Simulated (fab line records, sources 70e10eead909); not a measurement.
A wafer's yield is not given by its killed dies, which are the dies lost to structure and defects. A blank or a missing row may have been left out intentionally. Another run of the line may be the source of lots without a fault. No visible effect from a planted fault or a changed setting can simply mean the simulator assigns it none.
What tool caused it? | flow nand_harc | 11 lots with 33 wafers sampled at 7 steps, on a route of 1159 steps

== WHAT THE GAUGES READ, wafer by wafer ==
NHARC_P_ZERO_WELL_CD_MEAS_37: target cd 720 nm. Usual: cd_nm at 721.4 nm, with a standard deviation of 2.1.
lot  | measured    | on        | cd_nm (nm)        | flag
L309 | day 1 16:20 | cd_sem-03 | 719.9 721.9 726.3 |
L313 | day 2 16:15 | cd_sem-02 | 724.0 724.1 722.6 |
L314 | day 2 22:02 | cd_sem-02 | 721.4 724.5 722.2 |
L323 | day 5 04:07 | cd_sem-02 | 717.1 723.4 719.4 |
L326 | day 5 22:00 | cd_sem-03 | 723.4 720.2 719.7 |
L327 | day 6 04:06 | cd_sem-02 | 723.5 722.9 722.3 |
L328 | day 6 10:20 | cd_sem-01 | 721.1 720.7 721.7 |
L329 | day 6 16:14 | cd_sem-01 | 718.3 723.6 719.6 |
L330 | day 6 22:07 | cd_sem-01 | 722.9 720.9 720.2 |
L331 | day 7 04:06 | cd_sem-03 | 724.2 720.9 720.0 |
L332 | day 7 09:58 | cd_sem-03 | 718.4 721.6 715.8 |

NHARC_P_ZERO_WELL_INSPECT_43. Usual: raw_defect_count at 14, with a standard deviation of 5.8.
lot  | measured    | on                | raw_defect_count | flag
L309 | day 1 19:40 | defect_inspect-01 | 15 18 12         |
L313 | day 2 19:47 | defect_inspect-02 | 11 260 14        | OFF
L314 | day 3 01:31 | defect_inspect-01 | 8 14 264         | OFF
L323 | day 5 07:36 | defect_inspect-01 | 7 10 14          |
L326 | day 6 01:19 | defect_inspect-02 | 25 15 19         |
L327 | day 6 07:26 | defect_inspect-02 | 33 14 24         |
L328 | day 6 13:53 | defect_inspect-02 | 21 15 6          |
L329 | day 6 19:41 | defect_inspect-02 | 7 5 10           |
L330 | day 7 01:27 | defect_inspect-02 | 20 15 19         |
L331 | day 7 07:35 | defect_inspect-01 | 8 8 10           |
L332 | day 7 13:19 | defect_inspect-01 | 22 25 22         |

NHARC_P_STI_INSPECT_11. Usual: raw_defect_count at 5.3, with a standard deviation of 2.8.
lot  | measured    | on                | raw_defect_count | flag
L309 | day 2 15:08 | defect_inspect-02 | 8 7 5            |
L313 | day 3 10:20 | defect_inspect-01 | 3 252 7          | OFF
L314 | day 3 17:01 | defect_inspect-02 | 7 6 255          | OFF
L323 | day 5 23:10 | defect_inspect-01 | 7 2 3            |
L326 | day 6 17:47 | defect_inspect-01 | 5 7 2            |
L327 | day 6 23:44 | defect_inspect-01 | 3 4 6            |
L328 | day 7 07:36 | defect_inspect-02 | 7 7 5            |
L329 | day 7 07:26 | defect_inspect-02 | 6 2 9            |
L330 | day 7 18:44 | defect_inspect-01 | 3 6 6            |
L331 | day 7 23:01 | defect_inspect-01 | 5 6 6            |
L332 | day 8 04:48 | defect_inspect-01 | 8 5 8            |

NHARC_END_SORT_01. Usual: killed_at_array 24, standard deviation 8.4; killed_at_other 0.7, standard deviation 1.1; killed_at_periphery 2.9, standard deviation 1.7; killed_dies 27, standard deviation 8.6; killed_open 3.3, standard deviation 1.8; killed_short 1.8, standard deviation 1.4.
lot  | measured     | on        | killed_at_array | killed_at_other | killed_at_periphery | killed_dies | killed_open | killed_short | flag
L309 | day 19 23:25 | prober-01 | 23 29 14        | 0 0 0           | 3 1 1               | 26 30 15    | 4 4 1       | 0 2 1        |
L313 | day 20 11:26 | prober-02 | 30 18 19        | 1 1 0           | 4 35 5              | 35 54 24    | 1 2 6       | 2 2 0        | OFF
L314 | day 19 19:08 | prober-02 | 16 9 13         | 0 0 0           | 5 5 36              | 21 14 49    | 1 3 1       | 3 2 3        | OFF
L323 | day 22 11:36 | prober-01 | 30 37 29        | 5 3 5           | 2 3 4               | 37 43 38    | 4 5 4       | 2 2 2        | OFF
L326 | day 24 05:59 | prober-02 | 26 32 30        | 2 0 1           | 1 2 1               | 29 34 32    | 5 4 2       | 3 2 1        |
L327 | day 24 05:09 | prober-01 | 31 31 27        | 1 0 0           | 6 3 7               | 38 34 34    | 8 3 4       | 0 3 3        |
L328 | day 23 21:25 | prober-01 | 24 34 21        | 0 1 0           | 5 2 4               | 29 37 25    | 1 3 4       | 2 2 0        |
L329 | day 23 21:20 | prober-02 | 31 36 39        | 1 0 0           | 4 4 5               | 36 40 44    | 4 2 7       | 2 3 4        |
L330 | day 24 16:04 | prober-01 | 31 15 21        | 0 0 0           | 2 2 1               | 33 17 22    | 4 3 1       | 3 0 4        |
L331 | day 25 00:38 | prober-01 | 17 13 12        | 0 0 0           | 3 7 3               | 20 20 15    | 3 3 3       | 3 4 2        |
L332 | day 24 22:17 | prober-02 | 15 25 16        | 0 1 1           | 3 3 1               | 18 29 18    | 2 3 2       | 2 0 1        |

== TOOL THAT RAN EACH LOT (tool first, then ch and the chambers of the sampled wafers, then the start) ==
lot  | NHARC_P_ZERO_WELL_ETCH_63       | NHARC_P_ZERO_WELL_DESCUM_39       | NHARC_P_ZERO_WELL_RTA_42
L309 | rie_si-05 ch 0,1,3, day 1 13:47 | rie_diel-02 ch 0,2,3, day 1 16:32 | rtp_anneal-01 ch 0, day 1 18:59
L313 | rie_si-04 ch 1,2,3, day 2 13:40 | rie_diel-01 ch 0,1,2, day 2 16:26 | rtp_anneal-01 ch 0, day 2 19:20
L314 | rie_si-04 ch 1,2,3, day 2 19:40 | rie_diel-01 ch 0,1, day 2 22:11   | rtp_anneal-01 ch 0, day 3 00:56
L323 | rie_si-05 ch 2,3, day 5 01:39   | rie_diel-02 ch 1,2, day 5 04:16   | rtp_anneal-02 ch 0, day 5 06:55
L326 | rie_si-05 ch 0,2,3, day 5 19:33 | rie_diel-03 ch 0,1,2, day 5 22:10 | rtp_anneal-02 ch 0, day 6 00:45
L327 | rie_si-05 ch 0,2,3, day 6 01:40 | rie_diel-01 ch 0,1,2, day 6 04:16 | rtp_anneal-01 ch 0, day 6 06:46
L328 | rie_si-05 ch 2,3, day 6 07:46   | rie_diel-03 ch 0,2,3, day 6 10:31 | rtp_anneal-02 ch 0, day 6 13:11
L329 | rie_si-04 ch 0,2,3, day 6 13:47 | rie_diel-03 ch 0,1, day 6 16:24   | rtp_anneal-02 ch 0, day 6 19:00
L330 | rie_si-04 ch 0,1,3, day 6 19:33 | rie_diel-03 ch 1,2, day 6 22:17   | rtp_anneal-01 ch 0, day 7 00:53
L331 | rie_si-05 ch 1,2,3, day 7 01:48 | rie_diel-03 ch 1,3, day 7 04:15   | rtp_anneal-02 ch 0, day 7 07:07
L332 | rie_si-05 ch 0,1,3, day 7 07:32 | rie_diel-01 ch 0,1,3, day 7 10:08 | rtp_anneal-01 ch 0, day 7 12:44
- NHARC_P_ZERO_WELL_ETCH_63: etches the open film in HBr/Cl2, target depth 120 nm, time 40.1 s.
- NHARC_P_ZERO_WELL_DESCUM_39: chemistry O2, time 3 s.
- NHARC_P_ZERO_WELL_RTA_42: time 300 s.

== WHAT THE TOOLS THEMSELVES READ (means of the sampled wafers that have a number; where no wafer has one, the mark that the record gives instead) ==
NHARC_P_ZERO_WELL_ETCH_63. Usual: bias_w 100.00 W, standard deviation 0.3; drypump_motor_current_A 6.0 A, standard deviation 0.33; oes_product_au 1.000 a.u., standard deviation 0.011; throttle_valve_pct 26.404 %, standard deviation 0.009.
lot  | tool      | bias_w (W) | drypump_motor_current_A (A) | oes_product_au (a.u.) | throttle_valve_pct (%) | flag
L309 | rie_si-05 | 99.94      | 6.0                         | 0.999                 | 26.407                 |
L313 | rie_si-04 | 99.83      | 5.8                         | 0.987                 | 26.404                 |
L314 | rie_si-04 | 99.70      | 5.8                         | 0.987                 | 26.409                 |
L323 | rie_si-05 | 99.99      | 6.1                         | 1.007                 | 26.407                 |
L326 | rie_si-05 | 99.90      | 6.3                         | 0.993                 | 26.391                 |
L327 | rie_si-05 | 100.03     | 6.3                         | 1.004                 | 26.409                 |
L328 | rie_si-05 | 100.09     | 6.2                         | 1.006                 | 26.399                 |
L329 | rie_si-04 | 99.72      | 5.8                         | 0.993                 | 26.408                 |
L330 | rie_si-04 | 100.07     | 5.9                         | 1.003                 | 26.402                 |
L331 | rie_si-05 | 100.16     | 5.9                         | 1.009                 | 26.408                 |
L332 | rie_si-05 | 99.82      | 6.0                         | 1.005                 | 26.402                 |

NHARC_P_ZERO_WELL_DESCUM_39. Usual: drypump_motor_current_A 5.7 A, standard deviation 0.42; oes_product_au 1.001 a.u., standard deviation 0.012; rf_vpp_V 57.8 V, standard deviation 0.87; showerhead_plenum_p_Torr 1.94 Torr, standard deviation 0.077; throttle_valve_pct 11.311 %, standard deviation 0.0087.
lot  | tool        | drypump_motor_current_A (A) | oes_product_au (a.u.) | rf_vpp_V (V) | showerhead_plenum_p_Torr (Torr) | throttle_valve_pct (%) | flag
L309 | rie_diel-02 | 5.4                         | 1.002                 | 56.9         | 1.92                            | 11.319                 |
L313 | rie_diel-01 | 5.8                         | 1.002                 | 57.9         | 1.94                            | 11.315                 |
L314 | rie_diel-01 | 6.1                         | 1.009                 | 57.5         | 1.85                            | 11.306                 |
L323 | rie_diel-02 | 5.7                         | 1.002                 | 57.2         | 1.86                            | 11.307                 |
L326 | rie_diel-03 | 5.7                         | 1.009                 | 57.5         | 2.00                            | 11.305                 |
L327 | rie_diel-01 | 5.8                         | 1.002                 | 57.7         | 1.93                            | 11.313                 |
L328 | rie_diel-03 | 5.7                         | 0.991                 | 58.0         | 1.98                            | 11.315                 |
L329 | rie_diel-03 | 5.5                         | 1.013                 | 58.4         | 2.02                            | 11.316                 |
L330 | rie_diel-03 | 5.7                         | 1.007                 | 58.4         | 2.02                            | 11.308                 |
L331 | rie_diel-03 | 5.7                         | 1.005                 | 58.1         | 2.00                            | 11.313                 |
L332 | rie_diel-01 | 6.0                         | 1.014                 | 58.0         | 1.91                            | 11.313                 |

NHARC_P_ZERO_WELL_RTA_42. Usual: lamp_power_pct 36.2 %, standard deviation 1.5; lamp_zone_2_pct 36.2 %, standard deviation 1.5; lamp_zone_7_pct 36.5 %, standard deviation 1.5; wafer_temp_C_max 1104.2, standard deviation 0.86.
lot  | tool          | lamp_power_pct (%) | lamp_zone_2_pct (%) | lamp_zone_7_pct (%) | wafer_temp_C_max | flag
L309 | rtp_anneal-01 | 34.7               | 34.7                | 35.0                | 1105.0           |
L313 | rtp_anneal-01 | 34.7               | 34.7                | 35.0                | 1103.8           |
L314 | rtp_anneal-01 | 34.7               | 34.7                | 35.0                | 1103.9           |
L323 | rtp_anneal-02 | 37.8               | 37.7                | 38.1                | 1104.2           |
L326 | rtp_anneal-02 | 37.7               | 37.7                | 38.1                | 1103.8           |
L327 | rtp_anneal-01 | 34.7               | 34.7                | 35.0                | 1103.7           |
L328 | rtp_anneal-02 | 37.6               | 37.7                | 38.0                | 1103.5           |
L329 | rtp_anneal-02 | 37.7               | 37.7                | 38.1                | 1103.9           |
L330 | rtp_anneal-01 | 34.7               | 34.7                | 35.0                | 1104.5           |
L331 | rtp_anneal-02 | 37.7               | 37.7                | 38.0                | 1104.5           |
L332 | rtp_anneal-01 | 34.7               | 34.7                | 35.0                | 1103.7           |

== THE ANSWER, worked out from the rows above alone ==
Rule: a lot is off if the mean of its wafers that have a number lies more than 3 standard deviations from the usual mean. A lot without any number at a reading at which 4 lots or more have one is off too. Any other lot the step has rows for is counted as sound. Order of review: gauges by route order, followed by the tools' own readings, for which a lot's mean as printed above is used. At the first step where some lot is off, the reading lying furthest off is the one used; lots without a number count as furthest.
Off: L313, L314 (NHARC_P_ZERO_WELL_INSPECT_43, raw_defect_count).
A tool fits if, at a process step before that reading, it ran every lot that is off, and no sound lot after the first of them. The gauges at NHARC_P_ZERO_WELL_INSPECT_43 aren't tried: what is off there is off at NHARC_END_SORT_01 too, on other tools, and a gauge's error can't cause that. No candidate that was tried fits.

== WHAT HAD BEEN PUT IN BY THE SIMULATOR ==
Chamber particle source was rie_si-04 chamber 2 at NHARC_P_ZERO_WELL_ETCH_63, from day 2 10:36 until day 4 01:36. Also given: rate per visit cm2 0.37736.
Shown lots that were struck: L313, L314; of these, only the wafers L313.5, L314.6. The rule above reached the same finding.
